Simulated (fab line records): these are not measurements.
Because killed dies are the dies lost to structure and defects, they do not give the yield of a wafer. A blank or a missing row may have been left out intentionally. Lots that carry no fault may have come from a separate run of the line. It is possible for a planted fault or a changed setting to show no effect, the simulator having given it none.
The tool behind it: which one?    flow n5 finfet    33 wafers from 11 lots sampled at 3 of the route's 1938 steps

== WHAT THE GAUGES READ, wafer by wafer ==
N5_MOL_CONTACT_COAG_INSPECT_57: inspects for defects (brightfield).
lot   measured      on                 raw defect count
L076  day 5 13:02   defect inspect-01  160 162 198
L078  day 6 04:43   defect inspect-01  293 233 257
L080  day 6 14:27   defect inspect-01  274 270 234
L082  day 7 02:04   defect inspect-01  250 168 129
L084  day 7 20:26   defect inspect-01  173 284 225
L086  day 8 09:26   defect inspect-01  190 140 214
L088  day 8 20:35   defect inspect-01  135 149 170
L090  day 9 06:42   defect inspect-01  197 166 126
L092  day 9 23:29   defect inspect-02  139 134 131
L094  day 10 09:23  defect inspect-01  210 231 260
L096  day 10 22:08  defect inspect-02  316 205 194

== TOOL THAT RAN EACH LOT (tool first, then ch and the chambers of the sampled wafers, then the start) ==
lot   N5_MOL_CONTACT_COAG_ETCH_105       N5_MOL_CONTACT_COAG_PRE_CLEAN_142
L076  rie diel-05 ch 0,1,3, day 5 02:28  pvd sputter-03, day 5 07:12
L078  rie diel-03 ch 1,3, day 5 17:08    pvd sputter-03, day 6 00:37
L080  rie diel-03 ch 0,2, day 6 04:47    pvd sputter-01, day 6 10:25
L082  rie diel-02 ch 0,2, day 6 17:45    pvd sputter-03, day 6 22:01
L084  rie diel-05 ch 0,2,3, day 7 11:04  pvd sputter-03, day 7 16:30
L086  rie diel-02 ch 0,1,2, day 8 00:06  pvd sputter-02, day 8 05:16
L088  rie diel-05 ch 0,1,2, day 8 07:06  pvd sputter-02, day 8 13:53
L090  rie diel-03 ch 0,1, day 8 20:34    pvd sputter-02, day 9 01:48
L092  rie diel-03 ch 1,3, day 9 12:10    pvd sputter-01, day 9 18:58
L094  rie diel-05 ch 2,3, day 9 21:35    pvd sputter-03, day 10 05:29
L096  rie diel-05 ch 0,3, day 10 11:28   pvd sputter-02, day 10 18:04
- N5_MOL_CONTACT_COAG_ETCH_105: etches SiARC in CF4, target depth 15.6 nm, time 26 s.
- N5_MOL_CONTACT_COAG_PRE_CLEAN_142: time 60 s.

== THE ANSWER, worked out from the rows above alone ==
Rule: the lots themselves supply what counts as usual. Put in order of their means at a reading, lots are off if they are a third of the lots or fewer, leave a main group of 4 or more, and stand apart from it by a gap of 3 or more times the standard deviation of the main group's means; of several such gaps the widest counts. A main group is skipped when, at the precision printed for the reading in the tables above, its means are all equal. Also off: a lot with no number at a reading for which 4 or more lots have one. The other lots that the step has rows for count as sound.
No lot is off on any of the readings shown, so nothing can be concluded from this.

== WHAT THE SIMULATOR HAD INSERTED ==
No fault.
